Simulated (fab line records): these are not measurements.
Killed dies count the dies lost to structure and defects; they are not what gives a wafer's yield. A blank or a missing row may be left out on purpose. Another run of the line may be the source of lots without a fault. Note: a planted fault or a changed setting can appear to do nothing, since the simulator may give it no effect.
Which tool is to blame? || flow n5 finfet || 10 lots with 30 wafers sampled at 6 steps, on a route of 1938 steps

## WHAT THE GAUGES READ, wafer by wafer
N5_MOL_CONTACT_COAG_INSPECT_57: inspects for defects (brightfield).
{"lot": "L653", "measured": "day 5 04:49", "on": "defect inspect-02", "raw defect count": "194 171 133"}
{"lot": "L655", "measured": "day 5 16:26", "on": "defect inspect-01", "raw defect count": "195 236 157"}
{"lot": "L661", "measured": "day 7 00:41", "on": "defect inspect-01", "raw defect count": "1078 983 1066"}
{"lot": "L664", "measured": "day 7 20:46", "on": "defect inspect-01", "raw defect count": "976 910 1040"}
{"lot": "L665", "measured": "day 8 06:17", "on": "defect inspect-01", "raw defect count": "1092 1120 1106"}
{"lot": "L667", "measured": "day 8 15:02", "on": "defect inspect-01", "raw defect count": "157 266 149"}
{"lot": "L670", "measured": "day 9 11:45", "on": "defect inspect-02", "raw defect count": "236 194 208"}
{"lot": "L673", "measured": "day 10 02:17", "on": "defect inspect-01", "raw defect count": "146 117 129"}
{"lot": "L674", "measured": "day 10 04:16", "on": "defect inspect-01", "raw defect count": "139 155 130"}
{"lot": "L675", "measured": "day 10 17:52", "on": "defect inspect-02", "raw defect count": "229 167 113"}

N5_BEOL_M4_RC_MEAS_101.
{"lot": "L653", "measured": "day 8 19:02", "on": "prober-02", "DIBL_N (mV/V)": "34.6 36.4 34.8", "DIBL_P (mV/V)": "35.1 37.0 34.2", "IOFF_N (nA/um)": "0.14 0.17 0.13", "IOFF_P (nA/um)": "0.22 0.24 0.21", "ION_N (uA/um)": "676 682 662", "ION_P (uA/um)": "472 474 464", "SS_N (mV/dec)": "71.2 70.5 71.4", "SS_P (mV/dec)": "73.5 73.3 72.3", "VT_N (mV)": "251 246 252", "VT_P (mV)": "-245.7 -246.0 -249.5"}
{"lot": "L655", "measured": "day 9 08:14", "on": "prober-02", "DIBL_N (mV/V)": "38.2 36.2 39.2", "DIBL_P (mV/V)": "38.6 36.3 38.9", "IOFF_N (nA/um)": "0.20 0.17 0.22", "IOFF_P (nA/um)": "0.24 0.20 0.27", "ION_N (uA/um)": "693 688 691", "ION_P (uA/um)": "464 462 466", "SS_N (mV/dec)": "72.0 71.4 72.4", "SS_P (mV/dec)": "73.6 72.0 73.8", "VT_N (mV)": "247 250 244", "VT_P (mV)": "-246.9 -250.2 -246.2"}
{"lot": "L661", "measured": "day 10 10:07", "on": "prober-02", "DIBL_N (mV/V)": "36.3 34.8 38.2", "DIBL_P (mV/V)": "36.3 34.0 39.1", "IOFF_N (nA/um)": "0.14 0.12 0.18", "IOFF_P (nA/um)": "0.18 0.15 0.22", "ION_N (uA/um)": "665 664 693", "ION_P (uA/um)": "455 455 465", "SS_N (mV/dec)": "71.3 71.0 70.9", "SS_P (mV/dec)": "73.1 72.9 74.1", "VT_N (mV)": "252 256 249", "VT_P (mV)": "-255.5 -258.4 -252.0"}
{"lot": "L664", "measured": "day 11 08:43", "on": "prober-02", "DIBL_N (mV/V)": "35.6 35.2 36.9", "DIBL_P (mV/V)": "34.6 34.5 36.5", "IOFF_N (nA/um)": "0.15 0.15 0.18", "IOFF_P (nA/um)": "0.21 0.21 0.25", "ION_N (uA/um)": "664 675 675", "ION_P (uA/um)": "460 466 463", "SS_N (mV/dec)": "70.8 70.6 71.5", "SS_P (mV/dec)": "72.6 73.3 73.8", "VT_N (mV)": "251 250 248", "VT_P (mV)": "-247.7 -248.2 -245.0"}
{"lot": "L665", "measured": "day 11 09:18", "on": "prober-01", "DIBL_N (mV/V)": "37.9 34.4 35.5", "DIBL_P (mV/V)": "38.5 33.2 34.8", "IOFF_N (nA/um)": "0.17 0.11 0.13", "IOFF_P (nA/um)": "0.26 0.18 0.20", "ION_N (uA/um)": "681 655 670", "ION_P (uA/um)": "468 456 465", "SS_N (mV/dec)": "71.8 70.1 70.9", "SS_P (mV/dec)": "73.0 71.7 72.9", "VT_N (mV)": "249 257 253", "VT_P (mV)": "-246.4 -253.3 -249.0"}
{"lot": "L667", "measured": "day 12 03:03", "on": "prober-02", "DIBL_N (mV/V)": "36.2 35.5 39.4", "DIBL_P (mV/V)": "36.2 36.1 40.5", "IOFF_N (nA/um)": "0.15 0.15 0.21", "IOFF_P (nA/um)": "0.23 0.22 0.32", "ION_N (uA/um)": "666 679 687", "ION_P (uA/um)": "464 474 479", "SS_N (mV/dec)": "71.3 71.7 71.9", "SS_P (mV/dec)": "73.1 73.5 73.8", "VT_N (mV)": "252 247 244", "VT_P (mV)": "-248.3 -250.4 -243.2"}
{"lot": "L670", "measured": "day 12 17:38", "on": "prober-01", "DIBL_N (mV/V)": "35.2 35.4 36.0", "DIBL_P (mV/V)": "34.0 34.4 35.0", "IOFF_N (nA/um)": "0.14 0.14 0.16", "IOFF_P (nA/um)": "0.20 0.20 0.22", "ION_N (uA/um)": "668 670 685", "ION_P (uA/um)": "466 470 478", "SS_N (mV/dec)": "71.4 70.9 71.8", "SS_P (mV/dec)": "72.5 72.0 72.4", "VT_N (mV)": "251 250 248", "VT_P (mV)": "-248.6 -248.9 -248.1"}
{"lot": "L673", "measured": "day 13 12:35", "on": "prober-02", "DIBL_N (mV/V)": "33.1 34.5 35.5", "DIBL_P (mV/V)": "33.0 34.4 35.7", "IOFF_N (nA/um)": "0.12 0.14 0.16", "IOFF_P (nA/um)": "0.19 0.21 0.23", "ION_N (uA/um)": "661 685 669", "ION_P (uA/um)": "466 470 469", "SS_N (mV/dec)": "70.7 70.8 70.9", "SS_P (mV/dec)": "71.9 73.4 72.7", "VT_N (mV)": "255 251 248", "VT_P (mV)": "-247.7 -247.6 -248.0"}
{"lot": "L674", "measured": "day 13 19:41", "on": "prober-02", "DIBL_N (mV/V)": "32.2 32.5 33.8", "DIBL_P (mV/V)": "32.2 32.5 33.8", "IOFF_N (nA/um)": "0.10 0.11 0.12", "IOFF_P (nA/um)": "0.15 0.15 0.17", "ION_N (uA/um)": "641 671 650", "ION_P (uA/um)": "449 462 453", "SS_N (mV/dec)": "70.8 70.4 70.7", "SS_P (mV/dec)": "72.1 72.4 72.5", "VT_N (mV)": "256 255 253", "VT_P (mV)": "-254.0 -252.8 -252.0"}
{"lot": "L675", "measured": "day 14 04:28", "on": "prober-01", "DIBL_N (mV/V)": "36.1 36.2 36.2", "DIBL_P (mV/V)": "36.8 36.5 37.3", "IOFF_N (nA/um)": "0.17 0.16 0.16", "IOFF_P (nA/um)": "0.23 0.23 0.25", "ION_N (uA/um)": "682 682 683", "ION_P (uA/um)": "469 475 467", "SS_N (mV/dec)": "71.8 71.7 71.4", "SS_P (mV/dec)": "73.2 72.9 73.1", "VT_N (mV)": "248 248 249", "VT_P (mV)": "-249.1 -246.7 -244.5"}

## EACH LOT AND THE TOOL THAT RAN IT (in order: tool; ch and the chambers of the sampled wafers; start)
{"lot": "L653", "N5_MOL_CONTACT_COAG_PRE_CLEAN_141": "pvd sputter-01, day 4 21:44", "N5_MOL_CONTACT_COAG_PRE_CLEAN_142": "pvd sputter-01, day 5 00:49", "N5_MOL_CONTACT_COAG_PECVD_31": "pecvd-03 ch 0,1,2, day 5 04:23", "N5_MOL_CONTACT_COAG_ETCHBACK_132": "rie diel-02 ch 0,3, day 5 05:26"}
{"lot": "L655", "N5_MOL_CONTACT_COAG_PRE_CLEAN_141": "pvd sputter-03, day 5 08:20", "N5_MOL_CONTACT_COAG_PRE_CLEAN_142": "pvd sputter-03, day 5 11:52", "N5_MOL_CONTACT_COAG_PECVD_31": "pecvd-02 ch 0,1,2, day 5 15:53", "N5_MOL_CONTACT_COAG_ETCHBACK_132": "rie diel-02 ch 2,3, day 5 16:50"}
{"lot": "L661", "N5_MOL_CONTACT_COAG_PRE_CLEAN_141": "pvd sputter-02, day 6 18:21", "N5_MOL_CONTACT_COAG_PRE_CLEAN_142": "pvd sputter-01, day 6 20:26", "N5_MOL_CONTACT_COAG_PECVD_31": "pecvd-02 ch 0,1,2, day 7 00:08", "N5_MOL_CONTACT_COAG_ETCHBACK_132": "rie diel-02 ch 0,2,3, day 7 01:04"}
{"lot": "L664", "N5_MOL_CONTACT_COAG_PRE_CLEAN_141": "pvd sputter-02, day 7 13:44", "N5_MOL_CONTACT_COAG_PRE_CLEAN_142": "pvd sputter-03, day 7 15:59", "N5_MOL_CONTACT_COAG_PECVD_31": "pecvd-02 ch 0,2, day 7 20:13", "N5_MOL_CONTACT_COAG_ETCHBACK_132": "rie diel-01 ch 0,1,2, day 7 21:07"}
{"lot": "L665", "N5_MOL_CONTACT_COAG_PRE_CLEAN_141": "pvd sputter-02, day 7 20:58", "N5_MOL_CONTACT_COAG_PRE_CLEAN_142": "pvd sputter-03, day 8 01:01", "N5_MOL_CONTACT_COAG_PECVD_31": "pecvd-02 ch 0,1,2, day 8 05:52", "N5_MOL_CONTACT_COAG_ETCHBACK_132": "rie diel-02 ch 0,2,3, day 8 06:52"}
{"lot": "L667", "N5_MOL_CONTACT_COAG_PRE_CLEAN_141": "pvd sputter-03, day 8 07:55", "N5_MOL_CONTACT_COAG_PRE_CLEAN_142": "pvd sputter-02, day 8 10:42", "N5_MOL_CONTACT_COAG_PECVD_31": "pecvd-04 ch 0,1, day 8 14:37", "N5_MOL_CONTACT_COAG_ETCHBACK_132": "rie diel-02 ch 1,3, day 8 15:26"}
{"lot": "L670", "N5_MOL_CONTACT_COAG_PRE_CLEAN_141": "pvd sputter-02, day 9 05:13", "N5_MOL_CONTACT_COAG_PRE_CLEAN_142": "pvd sputter-01, day 9 07:42", "N5_MOL_CONTACT_COAG_PECVD_31": "pecvd-03 ch 0,1, day 9 11:11", "N5_MOL_CONTACT_COAG_ETCHBACK_132": "rie diel-05 ch 1,3, day 9 13:09"}
{"lot": "L673", "N5_MOL_CONTACT_COAG_PRE_CLEAN_141": "pvd sputter-03, day 9 19:38", "N5_MOL_CONTACT_COAG_PRE_CLEAN_142": "pvd sputter-02, day 9 21:36", "N5_MOL_CONTACT_COAG_PECVD_31": "pecvd-04 ch 0,1, day 10 01:52", "N5_MOL_CONTACT_COAG_ETCHBACK_132": "rie diel-01 ch 0,1,2, day 10 02:40"}
{"lot": "L674", "N5_MOL_CONTACT_COAG_PRE_CLEAN_141": "pvd sputter-01, day 9 20:44", "N5_MOL_CONTACT_COAG_PRE_CLEAN_142": "pvd sputter-02, day 10 00:22", "N5_MOL_CONTACT_COAG_PECVD_31": "pecvd-04 ch 1,2, day 10 03:50", "N5_MOL_CONTACT_COAG_ETCHBACK_132": "rie diel-02 ch 0,1,2, day 10 04:46"}
{"lot": "L675", "N5_MOL_CONTACT_COAG_PRE_CLEAN_141": "pvd sputter-03, day 10 09:34", "N5_MOL_CONTACT_COAG_PRE_CLEAN_142": "pvd sputter-01, day 10 12:47", "N5_MOL_CONTACT_COAG_PECVD_31": "pecvd-03 ch 0,2, day 10 17:19", "N5_MOL_CONTACT_COAG_ETCHBACK_132": "rie diel-01 ch 1,2, day 10 18:19"}
- N5_MOL_CONTACT_COAG_PRE_CLEAN_141: time 60 s.
- N5_MOL_CONTACT_COAG_PRE_CLEAN_142: time 60 s.
- N5_MOL_CONTACT_COAG_PECVD_31: deposits SiO2 from TEOS/O2, target thk 46 nm, time 8.9 s.
- N5_MOL_CONTACT_COAG_ETCHBACK_132: etches SiO2 in CHF3, target depth 10 nm, time 6.7 s.

## WHAT THE TOOLS THEMSELVES READ (means of the sampled wafers that have a number; where no wafer has one, the mark that the record gives instead)
N5_MOL_CONTACT_COAG_PRE_CLEAN_141.
{"lot": "L653", "tool": "pvd sputter-01", "heater power w (W)": 474}
{"lot": "L655", "tool": "pvd sputter-03", "heater power w (W)": 432}
{"lot": "L661", "tool": "pvd sputter-02", "heater power w (W)": 435}
{"lot": "L664", "tool": "pvd sputter-02", "heater power w (W)": 414}
{"lot": "L665", "tool": "pvd sputter-02", "heater power w (W)": 435}
{"lot": "L667", "tool": "pvd sputter-03", "heater power w (W)": 469}
{"lot": "L670", "tool": "pvd sputter-02", "heater power w (W)": 447}
{"lot": "L673", "tool": "pvd sputter-03", "heater power w (W)": 452}
{"lot": "L674", "tool": "pvd sputter-01", "heater power w (W)": 497}
{"lot": "L675", "tool": "pvd sputter-03", "heater power w (W)": 414}

N5_MOL_CONTACT_COAG_PRE_CLEAN_142.
{"lot": "L653", "tool": "pvd sputter-01", "heater power w (W)": 511}
{"lot": "L655", "tool": "pvd sputter-03", "heater power w (W)": 451}
{"lot": "L661", "tool": "pvd sputter-01", "heater power w (W)": 464}
{"lot": "L664", "tool": "pvd sputter-03", "heater power w (W)": 458}
{"lot": "L665", "tool": "pvd sputter-03", "heater power w (W)": 444}
{"lot": "L667", "tool": "pvd sputter-02", "heater power w (W)": 409}
{"lot": "L670", "tool": "pvd sputter-01", "heater power w (W)": 494}
{"lot": "L673", "tool": "pvd sputter-02", "heater power w (W)": 447}
{"lot": "L674", "tool": "pvd sputter-02", "heater power w (W)": 424}
{"lot": "L675", "tool": "pvd sputter-01", "heater power w (W)": 463}

N5_MOL_CONTACT_COAG_ETCHBACK_132.
{"lot": "L653", "tool": "rie diel-02", "chamber pressure mTorr (mTorr)": 30.00, "drypump motor current A (A)": 6.1, "oes product au (a.u.)": 0.80, "rf vpp V (V)": 529, "showerhead plenum p Torr (Torr)": 2.49, "throttle valve pct (%)": 18.51}
{"lot": "L655", "tool": "rie diel-02", "chamber pressure mTorr (mTorr)": 30.01, "drypump motor current A (A)": 5.9, "oes product au (a.u.)": 0.92, "rf vpp V (V)": 521, "showerhead plenum p Torr (Torr)": 2.49, "throttle valve pct (%)": 18.69}
{"lot": "L661", "tool": "rie diel-02", "chamber pressure mTorr (mTorr)": 30.02, "drypump motor current A (A)": 6.0, "oes product au (a.u.)": 0.82, "rf vpp V (V)": 527, "showerhead plenum p Torr (Torr)": 2.46, "throttle valve pct (%)": 18.59}
{"lot": "L664", "tool": "rie diel-01", "chamber pressure mTorr (mTorr)": 30.02, "drypump motor current A (A)": 5.9, "oes product au (a.u.)": 0.76, "rf vpp V (V)": 528, "showerhead plenum p Torr (Torr)": 2.39, "throttle valve pct (%)": 18.75}
{"lot": "L665", "tool": "rie diel-02", "chamber pressure mTorr (mTorr)": 30.01, "drypump motor current A (A)": 6.0, "oes product au (a.u.)": 0.81, "rf vpp V (V)": 526, "showerhead plenum p Torr (Torr)": 2.46, "throttle valve pct (%)": 18.61}
{"lot": "L667", "tool": "rie diel-02", "chamber pressure mTorr (mTorr)": 30.01, "drypump motor current A (A)": 6.2, "oes product au (a.u.)": 0.90, "rf vpp V (V)": 522, "showerhead plenum p Torr (Torr)": 2.53, "throttle valve pct (%)": 18.63}
{"lot": "L670", "tool": "rie diel-05", "chamber pressure mTorr (mTorr)": 29.98, "drypump motor current A (A)": 6.3, "oes product au (a.u.)": 0.71, "rf vpp V (V)": 516, "showerhead plenum p Torr (Torr)": 2.29, "throttle valve pct (%)": 18.61}
{"lot": "L673", "tool": "rie diel-01", "chamber pressure mTorr (mTorr)": 30.01, "drypump motor current A (A)": 5.9, "oes product au (a.u.)": 0.74, "rf vpp V (V)": 529, "showerhead plenum p Torr (Torr)": 2.38, "throttle valve pct (%)": 18.79}
{"lot": "L674", "tool": "rie diel-02", "chamber pressure mTorr (mTorr)": 30.01, "drypump motor current A (A)": 6.1, "oes product au (a.u.)": 0.79, "rf vpp V (V)": 532, "showerhead plenum p Torr (Torr)": 2.45, "throttle valve pct (%)": 18.48}
{"lot": "L675", "tool": "rie diel-01", "chamber pressure mTorr (mTorr)": 29.98, "drypump motor current A (A)": 5.3, "oes product au (a.u.)": 0.73, "rf vpp V (V)": 523, "showerhead plenum p Torr (Torr)": 2.34, "throttle valve pct (%)": 18.75}

## THE ANSWER, worked out from the rows above alone
Rule: what is usual is taken from the lots themselves. The widest of any qualifying gaps counts: lots, ordered by their means at a reading, are off when they make up no more than a third of the lots, leave a main group of 4 or more, and stand apart from it by 3 or more times the standard deviation of that group's means. A main group is skipped when, at the precision printed for the reading in the tables above, its means are all equal. Also off: a lot with no number at a reading for which 4 or more lots have one. Where the step has rows for the other lots, those lots are counted as sound. The gauges are gone through in route order, then the tools' own readings, and for those a lot's mean is taken as printed above. At the first step where some lot is off, the reading lying furthest off is the one used; lots without a number count as furthest.
Off: L661, L664, L665, at N5_MOL_CONTACT_COAG_INSPECT_57 (raw defect count). Mean 172 and standard deviation 27 in the main group.
A tool fits if, at a process step before that reading, it ran every lot that is off, and no sound lot after the first of them. Those tools and the gauges at N5_MOL_CONTACT_COAG_INSPECT_57 are tried in the same way. One candidate fits, namely pecvd-02 at N5_MOL_CONTACT_COAG_PECVD_31. Its last sound lot is L655 (day 5 15:53), its first lot that is off L661 (day 7 00:08): a fault that began between those two fits.

## WHAT THE SIMULATOR HAD PUT IN
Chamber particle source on pecvd-02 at N5_MOL_CONTACT_COAG_PECVD_31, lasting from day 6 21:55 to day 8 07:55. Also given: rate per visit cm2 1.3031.
Lots struck among those shown: L661, L664, L665. The rule given above showed the same thing.
